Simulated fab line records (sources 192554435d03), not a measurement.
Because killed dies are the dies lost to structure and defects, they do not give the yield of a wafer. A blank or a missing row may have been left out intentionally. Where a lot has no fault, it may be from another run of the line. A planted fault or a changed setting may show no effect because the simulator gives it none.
Which tool did it?    flow n5-finfet    20 lots, 60 wafers sampled, at 6 steps of a route of 1938

== WHAT THE GAUGES SHOWED, per wafer ==
N5_BEOL_M1_OCD_MEAS_38. Usual: trench-depth-nm 54.7 nm, standard deviation 0.83.
lot   measured      on      trench-depth-nm (nm)  flag
L075  day 6 11:59   ocd-01  54.8 55.5 55.4        
L077  day 7 01:21   ocd-01  55.9 54.4 55.2        
L078  day 7 13:02   ocd-01  57.0 55.5 55.0        
L080  day 7 20:49   ocd-02  54.3 55.6 55.3        
L082  day 8 14:53   ocd-02  55.5 56.0 54.8        
L083  day 8 15:22   ocd-01  55.0 54.9 55.4        
L084  day 8 22:44   ocd-02  53.9 53.4 54.9        
L085  day 9 08:17   ocd-02  55.3 55.3 55.0        
L086  day 9 12:15   ocd-02  54.7 54.9 55.6        
L087  day 9 20:07   ocd-02  54.8 54.4 55.1        
L088  day 9 23:30   ocd-01  54.3 54.1 53.6        
L089  day 10 04:56  ocd-01  55.1 54.7 55.3        
L090  day 10 11:53  ocd-02  54.1 53.7 52.9        
L091  day 10 12:16  ocd-02  54.6 55.6 55.8        
L092  day 11 03:41  ocd-01  54.6 53.6 54.7        
L093  day 11 04:34  ocd-02  54.8 53.4 54.1        
L094  day 11 08:34  ocd-02  53.8 54.6 52.8        
L095  day 12 05:13  ocd-01  54.4 54.2 53.8        
L096  day 12 05:47  ocd-01  53.0 52.5 54.1        
L097  day 12 10:57  ocd-01  54.2 55.1 54.7        

== EACH LOT AND THE TOOL THAT RAN IT (in order: tool; ch and the chambers of the sampled wafers; start) ==
lot   N5_BEOL_M0_STRIP_140                N5_BEOL_M0_STRIP_104                N5_BEOL_M0_TRENCH_ETCH_107          N5_BEOL_M1_ETCH_63                  N5_BEOL_M1_TRENCH_ETCH_37
L075  rie-diel-03 ch 0,3, day 6 00:23     rie-diel-03 ch 0,3, day 6 00:24     rie-diel-03 ch 0,2, day 6 00:35     rie-diel-01 ch 0,2,3, day 6 05:54   rie-diel-04 ch 1,2, day 6 11:59 or earlier
L077  rie-diel-05 ch 0,3, day 6 11:17     rie-diel-05 ch 0,3, day 6 11:19     rie-diel-02 ch 2,3, day 6 12:11     rie-diel-01 ch 1,2,3, day 6 19:17   rie-diel-04 ch 0,1,3, day 7 01:21 or earlier
L078  rie-diel-05 ch 0,2, day 6 21:35     rie-diel-05 ch 0,2, day 6 21:36     rie-diel-03 ch 1,2, day 6 21:53     rie-diel-06 ch 0,3, day 7 03:54     rie-diel-06 ch 0,1,2, day 7 13:02 or earlier
L080  rie-diel-02 ch 0,3, day 7 07:04     rie-diel-02 ch 0,3, day 7 07:05     rie-diel-02 ch 0,1, day 7 07:17     rie-diel-06 ch 0,2,3, day 7 12:16   rie-diel-06 ch 0,1, day 7 20:49 or earlier
L082  rie-diel-02 ch 1,3, day 7 19:21     rie-diel-02 ch 1,3, day 7 19:22     rie-diel-02 ch 1,3, day 7 19:59     rie-diel-06 ch 0,3, day 8 02:05     rie-diel-01 ch 1,3, day 8 14:53 or earlier
L083  rie-diel-03 ch 0,1, day 8 03:06     rie-diel-03 ch 0,1, day 8 03:07     rie-diel-05 ch 2,3, day 8 03:38     rie-diel-01 ch 0,2,3, day 8 10:22   rie-diel-04 ch 0,1,3, day 8 15:22 or earlier
L084  rie-diel-02 ch 1,2,3, day 8 13:49   rie-diel-02 ch 1,2,3, day 8 13:50   rie-diel-02 ch 0,1,2, day 8 14:01   rie-diel-01 ch 1,2,3, day 8 19:26   rie-diel-01 ch 0,1,3, day 8 22:44 or earlier
L085  rie-diel-02 ch 1,2,3, day 8 18:28   rie-diel-02 ch 1,2,3, day 8 18:29   rie-diel-02 ch 0,1,2, day 8 19:04   rie-diel-01 ch 0,1,3, day 9 01:45   rie-diel-04 ch 0,3, day 9 08:17 or earlier
L086  rie-diel-02 ch 0,1,3, day 9 03:32   rie-diel-02 ch 0,1,3, day 9 03:34   rie-diel-05 ch 0,2, day 9 03:43     rie-diel-06 ch 1,2, day 9 10:21     rie-diel-04 ch 0,2,3, day 9 12:15 or earlier
L087  rie-diel-02 ch 0,3, day 9 09:19     rie-diel-02 ch 0,3, day 9 09:20     rie-diel-03 ch 0,1, day 9 09:43     rie-diel-04 ch 0,1, day 9 16:35     rie-diel-04 ch 1,3, day 9 20:07 or earlier
L088  rie-diel-03 ch 0,3, day 9 12:44     rie-diel-03 ch 0,3, day 9 12:46     rie-diel-03 ch 0,3, day 9 12:57     rie-diel-06 ch 0,1,3, day 9 21:52   rie-diel-01 ch 2,3, day 9 23:30 or earlier
L089  rie-diel-03 ch 0,1,3, day 9 19:07   rie-diel-03 ch 0,1,3, day 9 19:08   rie-diel-03 ch 0,1,3, day 9 19:18   rie-diel-04 ch 0,1, day 10 03:22    rie-diel-04 ch 0,3, day 10 04:56 or earlier
L090  rie-diel-05 ch 0,1,2, day 9 23:44   rie-diel-05 ch 0,1,2, day 9 23:45   rie-diel-03 ch 0,3, day 9 23:55     rie-diel-01 ch 0,1,3, day 10 08:55  rie-diel-01 ch 2,3, day 10 11:53 or earlier
L091  rie-diel-05 ch 1,2,3, day 10 02:55  rie-diel-05 ch 1,2,3, day 10 02:56  rie-diel-02 ch 0,1,3, day 10 03:06  rie-diel-06 ch 2,3, day 10 10:22    rie-diel-06 ch 0,1,3, day 10 12:16 or earlier
L092  rie-diel-02 ch 0,1,3, day 10 15:50  rie-diel-02 ch 0,1,3, day 10 15:51  rie-diel-02 ch 1,3, day 10 16:01    rie-diel-04 ch 0,1, day 11 01:20    rie-diel-04 ch 0,2, day 11 03:41 or earlier
L093  rie-diel-02 ch 0,2, day 10 17:50    rie-diel-02 ch 0,2, day 10 17:52    rie-diel-03 ch 1,2,3, day 10 18:02  rie-diel-06 ch 0,2, day 11 02:52    rie-diel-01 ch 1,3, day 11 04:34 or earlier
L094  rie-diel-02 ch 0,1, day 10 23:44    rie-diel-02 ch 0,1, day 10 23:46    rie-diel-05 ch 0,3, day 10 23:56    rie-diel-06 ch 1,2, day 11 05:14    rie-diel-01 ch 0,1, day 11 08:34 or earlier
L095  rie-diel-05 ch 0,2,3, day 11 12:58  rie-diel-05 ch 0,2,3, day 11 12:59  rie-diel-02 ch 0,1,3, day 11 13:35  rie-diel-06 ch 0,1,3, day 11 23:19  rie-diel-01 ch 0,2, day 12 05:13 or earlier
L096  rie-diel-02 ch 0,2,3, day 11 18:55  rie-diel-02 ch 0,2,3, day 11 18:56  rie-diel-05 ch 1,2,3, day 11 19:10  rie-diel-01 ch 0,1,2, day 12 02:46  rie-diel-01 ch 0,1, day 12 05:47 or earlier
L097  rie-diel-05 ch 1,2, day 11 22:23    rie-diel-05 ch 1,2, day 11 22:24    rie-diel-05 ch 1,2,3, day 11 22:34  rie-diel-06 ch 2,3, day 12 06:08    rie-diel-04 ch 0,3, day 12 10:57 or earlier
- N5_BEOL_M0_STRIP_140: strips in CF4.
- N5_BEOL_M0_STRIP_104: strips in N2/H2.
- N5_BEOL_M0_TRENCH_ETCH_107: etches SiOC in C4F6/O2, target depth 32.8 nm, time 16.4 s.
- N5_BEOL_M1_ETCH_63: etches SiARC in CF4, target depth 15.6 nm, time 26 s.
- N5_BEOL_M1_TRENCH_ETCH_37: etches SiOC in C4F6/O2, target depth 55.207 nm, time 29 s.

== WHAT THE TOOLS THEMSELVES READ (means of the sampled wafers that have a number; where no wafer has one, the mark that the record gives instead) ==
N5_BEOL_M0_STRIP_140. Usual: drypump-motor-current-A 5.9 A, standard deviation 0.42; oes-product-au 0.75 a.u., standard deviation 0.075; rf-vpp-V 271.0 V, standard deviation 1.9; showerhead-plenum-p-Torr 1.78 Torr, standard deviation 0.061; throttle-valve-pct 13.61 %, standard deviation 0.21.
lot   tool         drypump-motor-current-A (A)  oes-product-au (a.u.)  rf-vpp-V (V)  showerhead-plenum-p-Torr (Torr)  throttle-valve-pct (%)  flag
L075  rie-diel-03  6.0                          0.71                   271.6         1.79                             13.56                   
L077  rie-diel-05  6.3                          0.71                   272.3         1.84                             13.72                   
L078  rie-diel-05  5.7                          0.78                   272.2         1.82                             13.39                   
L080  rie-diel-02  6.1                          0.82                   270.0         1.71                             13.54                   
L082  rie-diel-02  5.6                          0.77                   270.7         1.81                             13.46                   
L083  rie-diel-03  6.3                          0.74                   271.1         1.79                             13.64                   
L084  rie-diel-02  5.7                          0.75                   271.3         1.79                             13.64                   
L085  rie-diel-02  5.7                          0.75                   270.3         1.79                             13.64                   
L086  rie-diel-02  5.9                          0.76                   270.7         1.74                             13.56                   
L087  rie-diel-02  6.1                          0.80                   268.7         1.71                             13.58                   
L088  rie-diel-03  6.0                          0.69                   271.0         1.78                             13.63                   
L089  rie-diel-03  6.2                          0.71                   270.9         1.78                             13.65                   
L090  rie-diel-05  5.5                          0.74                   270.8         1.81                             13.55                   
L091  rie-diel-05  5.7                          0.75                   271.5         1.80                             13.64                   
L092  rie-diel-02  5.9                          0.75                   269.6         1.74                             13.59                   
L093  rie-diel-02  6.0                          0.85                   270.1         1.73                             13.49                   
L094  rie-diel-02  5.7                          0.71                   271.7         1.77                             13.57                   
L095  rie-diel-05  5.9                          0.74                   271.3         1.81                             13.59                   
L096  rie-diel-02  6.0                          0.80                   269.2         1.71                             13.56                   
L097  rie-diel-05  5.4                          0.79                   271.2         1.77                             13.47                   

N5_BEOL_M0_STRIP_104. Usual: drypump-motor-current-A 5.9 A, standard deviation 0.42; oes-product-au 0.75 a.u., standard deviation 0.081; rf-vpp-V 59.1 V, standard deviation 1.4; showerhead-plenum-p-Torr 2.53 Torr, standard deviation 0.095; throttle-valve-pct 23.62 %, standard deviation 0.22.
lot   tool         drypump-motor-current-A (A)  oes-product-au (a.u.)  rf-vpp-V (V)  showerhead-plenum-p-Torr (Torr)  throttle-valve-pct (%)  flag
L075  rie-diel-03  6.1                          0.71                   59.0          2.54                             23.48                   
L077  rie-diel-05  6.2                          0.71                   58.9          2.63                             23.89                   
L078  rie-diel-05  5.7                          0.79                   59.3          2.57                             23.42                   
L080  rie-diel-02  6.1                          0.83                   59.6          2.42                             23.54                   
L082  rie-diel-02  5.6                          0.77                   60.7          2.59                             23.62                   
L083  rie-diel-03  6.3                          0.74                   58.6          2.53                             23.52                   
L084  rie-diel-02  5.7                          0.76                   60.2          2.53                             23.70                   
L085  rie-diel-02  5.7                          0.75                   59.5          2.53                             23.71                   
L086  rie-diel-02  5.9                          0.78                   58.9          2.48                             23.62                   
L087  rie-diel-02  6.1                          0.80                   58.1          2.42                             23.56                   
L088  rie-diel-03  6.0                          0.71                   58.5          2.52                             23.52                   
L089  rie-diel-03  6.2                          0.71                   58.3          2.52                             23.53                   
L090  rie-diel-05  5.5                          0.77                   58.5          2.56                             23.45                   
L091  rie-diel-05  5.7                          0.76                   59.5          2.57                             23.65                   
L092  rie-diel-02  5.9                          0.75                   58.9          2.47                             23.63                   
L093  rie-diel-02  6.0                          0.86                   57.2          2.43                             23.56                   
L094  rie-diel-02  5.7                          0.72                   59.3          2.54                             23.69                   
L095  rie-diel-05  5.9                          0.76                   58.7          2.56                             23.65                   
L096  rie-diel-02  6.0                          0.80                   58.5          2.41                             23.57                   
L097  rie-diel-05  5.4                          0.82                   60.6          2.51                             23.36                   

N5_BEOL_M0_TRENCH_ETCH_107. Usual: C4F6_flow_sccm 10.002 sccm, standard deviation 0.029; drypump-motor-current-A 5.9 A, standard deviation 0.4; oes-product-au 0.75 a.u., standard deviation 0.075; rf-vpp-V 665 V, standard deviation 15; showerhead-plenum-p-Torr 2.84 Torr, standard deviation 0.092; throttle-valve-pct 20.89 %, standard deviation 0.17.
lot   tool         C4F6_flow_sccm (sccm)  drypump-motor-current-A (A)  oes-product-au (a.u.)  rf-vpp-V (V)  showerhead-plenum-p-Torr (Torr)  throttle-valve-pct (%)  flag
L075  rie-diel-03  9.993                  5.7                          0.69                   653           2.81                             20.88                   
L077  rie-diel-02  9.960                  5.8                          0.76                   684           2.79                             20.98                   
L078  rie-diel-03  9.991                  5.8                          0.72                   647           2.83                             20.90                   
L080  rie-diel-02  10.016                 5.7                          0.75                   676           2.86                             20.88                   
L082  rie-diel-02  9.978                  5.6                          0.77                   671           2.91                             20.84                   
L083  rie-diel-05  10.012                 6.2                          0.79                   677           2.89                             20.96                   
L084  rie-diel-02  10.015                 5.8                          0.72                   681           2.80                             20.97                   
L085  rie-diel-02  10.013                 5.8                          0.72                   681           2.80                             20.98                   
L086  rie-diel-05  10.026                 5.7                          0.77                   673           2.88                             20.69                   
L087  rie-diel-03  10.027                 6.4                          0.73                   650           2.84                             20.97                   
L088  rie-diel-03  10.011                 6.0                          0.70                   652           2.82                             20.76                   
L089  rie-diel-03  10.023                 6.2                          0.72                   651           2.83                             20.87                   
L090  rie-diel-03  10.013                 6.1                          0.70                   651           2.82                             20.77                   
L091  rie-diel-02  9.991                  5.9                          0.76                   669           2.78                             20.91                   
L092  rie-diel-02  9.993                  5.6                          0.75                   671           2.89                             20.88                   
L093  rie-diel-03  9.983                  5.9                          0.81                   647           2.83                             20.72                   
L094  rie-diel-05  9.989                  6.3                          0.69                   670           2.93                             21.06                   
L095  rie-diel-02  10.015                 5.9                          0.75                   668           2.78                             20.93                   
L096  rie-diel-05  10.047                 5.7                          0.74                   674           2.88                             20.99                   
L097  rie-diel-05  9.987                  5.7                          0.74                   674           2.88                             20.99                   

N5_BEOL_M1_ETCH_63. Usual: drypump-motor-current-A 5.7 A, standard deviation 0.5; etch-rf-on-time-s 26.0 s, standard deviation 0.6; oes-product-au 0.65 a.u., standard deviation 0.066; rf-vpp-V 184.4 V, standard deviation 1.4; showerhead-plenum-p-Torr 2.16 Torr, standard deviation 0.083; throttle-valve-pct 15.71 %, standard deviation 0.19.
lot   tool         drypump-motor-current-A (A)  etch-rf-on-time-s (s)  oes-product-au (a.u.)  rf-vpp-V (V)  showerhead-plenum-p-Torr (Torr)  throttle-valve-pct (%)  flag
L075  rie-diel-01  5.7                          26.6                   0.62                   183.4         2.14                             15.79                   
L077  rie-diel-01  5.8                          26.2                   0.63                   185.3         2.17                             15.73                   
L078  rie-diel-06  5.8                          25.8                   0.63                   183.7         2.18                             15.77                   
L080  rie-diel-06  5.5                          25.6                   0.70                   183.9         2.20                             15.64                   
L082  rie-diel-06  5.8                          26.3                   0.62                   184.6         2.17                             15.79                   
L083  rie-diel-01  5.8                          27.0                   0.61                   184.0         2.14                             15.79                   
L084  rie-diel-01  5.8                          26.3                   0.63                   184.6         2.17                             15.74                   
L085  rie-diel-01  6.2                          26.4                   0.61                   184.1         2.11                             15.81                   
L086  rie-diel-06  5.0                          25.4                   0.74                   184.9         2.18                             15.47                   
L087  rie-diel-04  5.4                          25.6                   0.62                   184.8         2.20                             15.92                   
L088  rie-diel-06  5.8                          26.1                   0.63                   184.3         2.10                             15.70                   
L089  rie-diel-04  5.4                          25.5                   0.62                   185.2         2.20                             15.94                   
L090  rie-diel-01  6.2                          26.4                   0.61                   184.0         2.10                             15.83                   
L091  rie-diel-06  5.7                          25.3                   0.67                   184.0         2.16                             15.67                   
L092  rie-diel-04  5.4                          26.1                   0.62                   185.1         2.20                             15.83                   
L093  rie-diel-06  5.3                          26.0                   0.66                   185.0         2.22                             15.72                   
L094  rie-diel-06  5.3                          25.4                   0.70                   184.0         2.08                             15.50                   
L095  rie-diel-06  5.8                          26.0                   0.69                   183.3         2.09                             15.56                   
L096  rie-diel-01  5.9                          26.3                   0.62                   184.1         2.14                             15.89                   
L097  rie-diel-06  5.2                          25.1                   0.78                   185.0         2.21                             15.41                   

N5_BEOL_M1_TRENCH_ETCH_37. Usual: C4F6_flow_sccm 9.999 sccm, standard deviation 0.03; drypump-motor-current-A 5.8 A, standard deviation 0.43; oes-product-au 0.75 a.u., standard deviation 0.064; rf-vpp-V 668 V, standard deviation 10; showerhead-plenum-p-Torr 2.87 Torr, standard deviation 0.096; throttle-valve-pct 20.96 %, standard deviation 0.2.
lot   tool         C4F6_flow_sccm (sccm)  drypump-motor-current-A (A)  oes-product-au (a.u.)  rf-vpp-V (V)  showerhead-plenum-p-Torr (Torr)  throttle-valve-pct (%)  flag
L075  rie-diel-04  9.999                  5.6                          0.77                   669           2.91                             21.00                   
L077  rie-diel-04  9.974                  5.6                          0.73                   675           2.94                             21.02                   
L078  rie-diel-06  10.007                 5.3                          0.83                   667           2.86                             20.76                   
L080  rie-diel-06  10.005                 5.5                          0.76                   669           2.73                             20.76                   
L082  rie-diel-01  10.023                 6.1                          0.72                   678           2.83                             20.89                   
L083  rie-diel-04  10.017                 5.6                          0.72                   674           2.93                             21.04                   
L084  rie-diel-01  9.987                  6.2                          0.72                   671           2.79                             21.00                   
L085  rie-diel-04  10.020                 5.8                          0.71                   670           2.93                             20.94                   
L086  rie-diel-04  10.002                 5.7                          0.76                   666           2.92                             20.85                   
L087  rie-diel-04  9.979                  5.6                          0.69                   672           2.91                             21.14                   
L088  rie-diel-01  9.957                  5.6                          0.71                   676           2.88                             20.96                   
L089  rie-diel-04  9.980                  5.6                          0.73                   676           2.95                             20.97                   
L090  rie-diel-01  10.002                 5.4                          0.73                   671           2.93                             21.05                   
L091  rie-diel-06  10.032                 5.7                          0.73                   664           2.78                             20.91                   
L092  rie-diel-04  9.988                  5.5                          0.77                   671           2.92                             20.90                   
L093  rie-diel-01  9.968                  6.3                          0.72                   674           2.82                             20.94                   
L094  rie-diel-01  9.999                  6.3                          0.72                   668           2.78                             21.04                   
L095  rie-diel-01  10.012                 5.5                          0.72                   663           2.89                             21.16                   
L096  rie-diel-01  9.988                  6.3                          0.70                   664           2.74                             21.13                   
L097  rie-diel-04  10.023                 5.8                          0.88                   668           2.92                             20.65                   

== THE ANSWER, worked out from the rows above alone ==
Rule: a lot counts as off when the mean over its wafers that have a number is more than 3 standard deviations away from the usual mean. A lot without any number at a reading at which 4 lots or more have one is off too. All remaining lots with rows at the step are treated as sound. First the gauges in route order, then the tools' own readings, where a lot's mean is used as printed above. At the first step where some lot is off, the reading lying furthest off is the one used; lots without a number count as furthest.
Across all readings shown, no lot is off: no conclusion can be drawn from this.

== WHAT THE SIMULATOR HAD INSERTED ==
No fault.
